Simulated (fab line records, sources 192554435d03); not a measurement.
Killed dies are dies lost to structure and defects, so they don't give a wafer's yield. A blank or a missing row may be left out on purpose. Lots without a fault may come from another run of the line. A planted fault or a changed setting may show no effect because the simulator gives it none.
Which tool did it? | flow n5_finfet | 10 lots, 28 wafers sampled, at 7 steps of a route of 1938

WHAT THE GAUGES READ, wafer by wafer
N5_BEOL_M6_CD_MEAS_18: pitch 80 nm, target cd 40 nm. Usual: cd_nm 40.1 nm, standard deviation 0.8.
lot  | measured     | on        | cd_nm (nm)     | flag
L450 | day 8 14:27  | cd_sem-01 | 41.4 41.2 41.5 |
L453 | day 9 21:29  | cd_sem-01 | 40.0 40.7 40.1 |
L456 | day 10 14:16 | cd_sem-03 | 41.1 40.5      |
L458 | day 10 14:54 | cd_sem-03 | 39.7 39.1 39.9 |
L459 | day 11 06:35 | cd_sem-01 | 41.0 40.5 40.4 |
L468 | day 13 21:22 | cd_sem-01 | 40.6 40.8 40.7 |
L470 | day 14 04:13 | cd_sem-01 | 40.3 40.6 39.9 |
L467 | day 14 11:26 | cd_sem-01 | 39.7 39.1      |
L471 | day 14 18:32 | cd_sem-03 | 40.5 39.5 40.9 |
L472 | day 15 10:08 | cd_sem-03 | 39.7 40.1 40.0 |

N5_BEOL_M6_OCD_MEAS_38. Usual: trench_depth_nm 93.5 nm, standard deviation 2.5.
lot  | measured     | on     | trench_depth_nm (nm) | flag
L450 | day 8 18:05  | ocd-02 | 92.9 89.5 93.0       |
L453 | day 9 23:22  | ocd-01 | 90.7 95.8 94.4       |
L456 | day 10 16:37 | ocd-02 | 98.3 94.9            |
L458 | day 10 16:35 | ocd-02 | 102.3 101.7 103.5    | OFF
L459 | day 11 07:41 | ocd-01 | 103.1 104.8 97.7     | OFF
L468 | day 13 23:26 | ocd-01 | 94.9 98.1 94.6       |
L470 | day 14 05:56 | ocd-02 | 91.4 89.9 93.0       |
L467 | day 14 14:10 | ocd-02 | 95.2 93.8            |
L471 | day 14 19:55 | ocd-02 | 94.1 96.4 96.0       |
L472 | day 15 12:26 | ocd-01 | 87.7 87.3 91.9       |

N5_BEOL_M6_CD_MEAS_35: target cd 40 nm, target cd y 28 nm. Usual: cd_nm 40.1 nm, standard deviation 0.82.
lot  | measured     | on        | cd_nm (nm)     | flag
L450 | day 8 18:14  | cd_sem-02 | 41.4 41.1 41.6 |
L453 | day 9 23:31  | cd_sem-03 | 40.2 40.4 40.2 |
L456 | day 10 16:46 | cd_sem-03 | 40.7 40.3      |
L458 | day 10 16:44 | cd_sem-02 | 40.1 39.3 40.3 |
L459 | day 11 07:50 | cd_sem-03 | 41.1 41.0 40.5 |
L468 | day 13 23:35 | cd_sem-03 | 40.7 41.2 41.1 |
L470 | day 14 06:05 | cd_sem-01 | 39.8 39.7 40.2 |
L467 | day 14 14:19 | cd_sem-03 | 39.8 39.3      |
L471 | day 14 20:05 | cd_sem-01 | 39.9 39.5 41.0 |
L472 | day 15 12:36 | cd_sem-02 | 39.9 39.8 39.7 |

N5_BEOL_M6_THK_MEAS_53: measures by xrf. Usual: M6_THK 79.5 nm, standard deviation 2.9.
lot  | measured     | on            | M6_THK (nm)    | flag
L450 | day 8 20:04  | film_metro-02 | 79.4 73.8 75.6 |
L453 | day 10 02:13 | film_metro-02 | 77.7 83.4 79.1 |
L456 | day 10 19:35 | film_metro-02 | 85.9 83.8      |
L458 | day 10 19:07 | film_metro-02 | 89.8 87.0 89.7 | OFF
L459 | day 11 11:08 | film_metro-01 | 87.8 88.8 82.8 |
L468 | day 14 02:02 | film_metro-02 | 83.3 84.1 80.5 |
L470 | day 14 09:55 | film_metro-02 | 76.3 75.9 79.7 |
L467 | day 14 17:55 | film_metro-02 | 82.0 79.6      |
L471 | day 14 22:07 | film_metro-01 | 78.2 80.1 82.9 |
L472 | day 15 16:06 | film_metro-02 | 74.3 72.9 77.4 |

N5_BEOL_M6_RS_MEAS_57: measures by four-point-probe. Usual: M6_RS 0.291 ohm/sq, standard deviation 0.012.
lot  | measured     | on            | M6_RS (ohm/sq)    | flag
L450 | day 8 20:12  | film_metro-02 | 0.290 0.315 0.305 |
L453 | day 10 02:20 | film_metro-01 | 0.301 0.277 0.295 |
L456 | day 10 19:43 | film_metro-01 | 0.268 0.275       |
L458 | day 10 19:15 | film_metro-01 | 0.252 0.261 0.252 |
L459 | day 11 11:16 | film_metro-02 | 0.255 0.252 0.274 |
L468 | day 14 02:10 | film_metro-02 | 0.277 0.274 0.289 |
L470 | day 14 10:02 | film_metro-02 | 0.310 0.312 0.294 |
L467 | day 14 18:02 | film_metro-02 | 0.282 0.292       |
L471 | day 14 22:14 | film_metro-01 | 0.299 0.288 0.279 |
L472 | day 15 16:14 | film_metro-02 | 0.315 0.323 0.299 |

WHICH TOOL RAN EACH LOT (tool, then ch and the chambers of the sampled wafers, then the start)
lot  | N5_BEOL_M6_ETCH_72                 | N5_BEOL_M6_TRENCH_ETCH_37
L450 | rie_diel-02 ch 1,2, day 8 17:41    | rie_diel-02 ch 1,2, day 8 17:55
L453 | rie_diel-02 ch 0,1,3, day 9 22:58  | rie_diel-02 ch 0,1,3, day 9 23:13
L456 | rie_diel-05 ch 0,2, day 10 16:14   | rie_diel-05 ch 0,2, day 10 16:28
L458 | rie_diel-02 ch 0,2,3, day 10 16:12 | rie_diel-02 ch 0,2,3, day 10 16:26
L459 | rie_diel-02 ch 0,1,3, day 11 07:17 | rie_diel-02 ch 0,1,3, day 11 07:32
L468 | rie_diel-05 ch 0,2,3, day 13 23:03 | rie_diel-05 ch 0,2,3, day 13 23:17
L470 | rie_diel-01 ch 1,2,3, day 14 05:33 | rie_diel-01 ch 1,2,3, day 14 05:47
L467 | rie_diel-02 ch 0,2, day 14 13:46   | rie_diel-02 ch 0,2, day 14 14:01
L471 | rie_diel-02 ch 0,3, day 14 19:32   | rie_diel-02 ch 0,3, day 14 19:46
L472 | rie_diel-02 ch 1,2, day 15 12:03   | rie_diel-02 ch 1,2, day 15 12:17
- N5_BEOL_M6_ETCH_72: etches underlayer in N2/H2, target depth 6.5 nm, time 5.2 s.
- N5_BEOL_M6_TRENCH_ETCH_37: etches SiCOH lowk in C4F6/O2, target depth 94.435 nm, time 31.5 s.

WHAT THE TOOLS THEMSELVES READ (means of the sampled wafers that have a number; where no wafer has one, the mark that the record gives instead)
N5_BEOL_M6_ETCH_72. Usual: chamber_pressure_mTorr 30.00 mTorr, standard deviation 0.043; drypump_motor_current_A 5.4 A, standard deviation 0.47; etch_rf_on_time_s 5.28 s, standard deviation 0.25; oes_product_au 0.67 a.u., standard deviation 0.056; rf_fwd_power_W 819.2 W, standard deviation 2.6; rf_vpp_V 525.6 V, standard deviation 2.4; showerhead_plenum_p_Torr 2.61 Torr, standard deviation 0.073; throttle_valve_pct 17.92 %, standard deviation 0.26.
lot  | tool        | chamber_pressure_mTorr (mTorr) | drypump_motor_current_A (A) | etch_rf_on_time_s (s) | oes_product_au (a.u.) | rf_fwd_power_W (W) | rf_vpp_V (V) | showerhead_plenum_p_Torr (Torr) | throttle_valve_pct (%) | flag
L450 | rie_diel-02 | 29.99                          | 5.9                         | 5.49                  | 0.69                  | 817.4              | 529.2        | 2.67                            | 17.67                  |
L453 | rie_diel-02 | 30.01                          | 5.0                         | 5.32                  | 0.65                  | 819.4              | 525.2        | 2.60                            | 17.97                  |
L456 | rie_diel-05 | 29.95                          | 5.3                         | 5.04                  | 0.78                  | 819.4              | 522.5        | 2.54                            | 17.78                  |
L458 | rie_diel-02 | 30.05                          | 5.4                         | 5.12                  | 0.67                  | 819.7              | 525.5        | 2.59                            | 17.87                  |
L459 | rie_diel-02 | 30.00                          | 5.0                         | 5.26                  | 0.64                  | 819.8              | 523.0        | 2.60                            | 17.99                  |
L468 | rie_diel-05 | 30.03                          | 5.2                         | 5.05                  | 0.72                  | 820.4              | 524.5        | 2.54                            | 17.99                  |
L470 | rie_diel-01 | 29.98                          | 5.5                         | 5.47                  | 0.63                  | 818.6              | 525.9        | 2.60                            | 18.07                  |
L467 | rie_diel-02 | 30.06                          | 5.6                         | 5.20                  | 0.65                  | 817.0              | 525.0        | 2.59                            | 17.83                  |
L471 | rie_diel-02 | 30.02                          | 5.1                         | 5.06                  | 0.62                  | 817.4              | 524.1        | 2.55                            | 18.05                  |
L472 | rie_diel-02 | 29.97                          | 5.5                         | 5.68                  | 0.63                  | 820.4              | 527.5        | 2.66                            | 17.86                  |

N5_BEOL_M6_TRENCH_ETCH_37. Usual: chamber_pressure_mTorr 30.004 mTorr, standard deviation 0.027; drypump_motor_current_A 5.4 A, standard deviation 0.47; mfc_ar_sccm 299.9 sccm, standard deviation 1; oes_f_703_au 0.77 a.u., standard deviation 0.061; oes_o_777_au 0.78 a.u., standard deviation 0.059; oes_product_au 0.79 a.u., standard deviation 0.064; rf_fwd_power_W 339.5 W, standard deviation 1.7; rf_vpp_V 674 V, standard deviation 13; showerhead_plenum_p_Torr 2.91 Torr, standard deviation 0.089; throttle_valve_pct 20.94 %, standard deviation 0.27.
lot  | tool        | chamber_pressure_mTorr (mTorr) | drypump_motor_current_A (A) | mfc_ar_sccm (sccm) | oes_f_703_au (a.u.) | oes_o_777_au (a.u.) | oes_product_au (a.u.) | rf_fwd_power_W (W) | rf_vpp_V (V) | showerhead_plenum_p_Torr (Torr) | throttle_valve_pct (%) | flag
L450 | rie_diel-02 | 30.002                         | 5.9                         | 299.7              | 0.78                | 0.78                | 0.82                  | 341.2              | 661          | 3.02                            | 21.03                  |
L453 | rie_diel-02 | 29.988                         | 5.0                         | 299.7              | 0.77                | 0.78                | 0.76                  | 340.4              | 674          | 2.89                            | 20.91                  |
L456 | rie_diel-05 | 29.986                         | 5.3                         | 299.8              | 0.92                | 0.91                | 0.92                  | 338.9              | 663          | 2.83                            | 20.78                  |
L458 | rie_diel-02 | 30.024                         | 5.5                         | 300.1              | 1.01                | 0.97                | 0.81                  | 423.0              | 600          | 2.90                            | 20.94                  | OFF
L459 | rie_diel-02 | 30.010                         | 5.0                         | 299.8              | 0.98                | 0.96                | 0.79                  | 422.2              | 604          | 2.89                            | 20.94                  | OFF
L468 | rie_diel-05 | 30.002                         | 5.2                         | 299.5              | 0.84                | 0.83                | 0.84                  | 339.5              | 668          | 2.83                            | 20.89                  |
L470 | rie_diel-01 | 30.004                         | 5.5                         | 299.6              | 0.72                | 0.74                | 0.75                  | 337.9              | 675          | 2.90                            | 21.05                  |
L467 | rie_diel-02 | 30.032                         | 5.6                         | 298.5              | 0.74                | 0.73                | 0.76                  | 341.0              | 673          | 2.90                            | 20.93                  |
L471 | rie_diel-02 | 30.017                         | 5.1                         | 300.4              | 0.76                | 0.76                | 0.73                  | 339.7              | 671          | 2.82                            | 20.97                  |
L472 | rie_diel-02 | 30.032                         | 5.4                         | 301.0              | 0.72                | 0.72                | 0.74                  | 341.8              | 664          | 3.00                            | 21.09                  |

THE ANSWER, worked out from the rows above alone
Rule: a lot is off if the mean of its wafers that have a number lies more than 3 standard deviations from the usual mean. A lot without any number at a reading at which 4 lots or more have one is off too. The other lots that the step has rows for count as sound. The gauges are gone through in route order, then the tools' own readings, and for those a lot's mean is taken as printed above. The first step at which some lot is off is used, and at that step the reading that is off furthest; a lot without a number counts as furthest.
Off: L458, L459, at N5_BEOL_M6_OCD_MEAS_38 (trench_depth_nm).
A tool fits if, at a process step before that reading, it ran every lot that is off, and no sound lot after the first of them. The gauges at N5_BEOL_M6_OCD_MEAS_38 aren't tried: what is off there is off at N5_BEOL_M6_TRENCH_ETCH_37 too, on other tools, and a gauge's error can't cause that. None of those tried fits.

WHAT THE SIMULATOR HAD PUT IN
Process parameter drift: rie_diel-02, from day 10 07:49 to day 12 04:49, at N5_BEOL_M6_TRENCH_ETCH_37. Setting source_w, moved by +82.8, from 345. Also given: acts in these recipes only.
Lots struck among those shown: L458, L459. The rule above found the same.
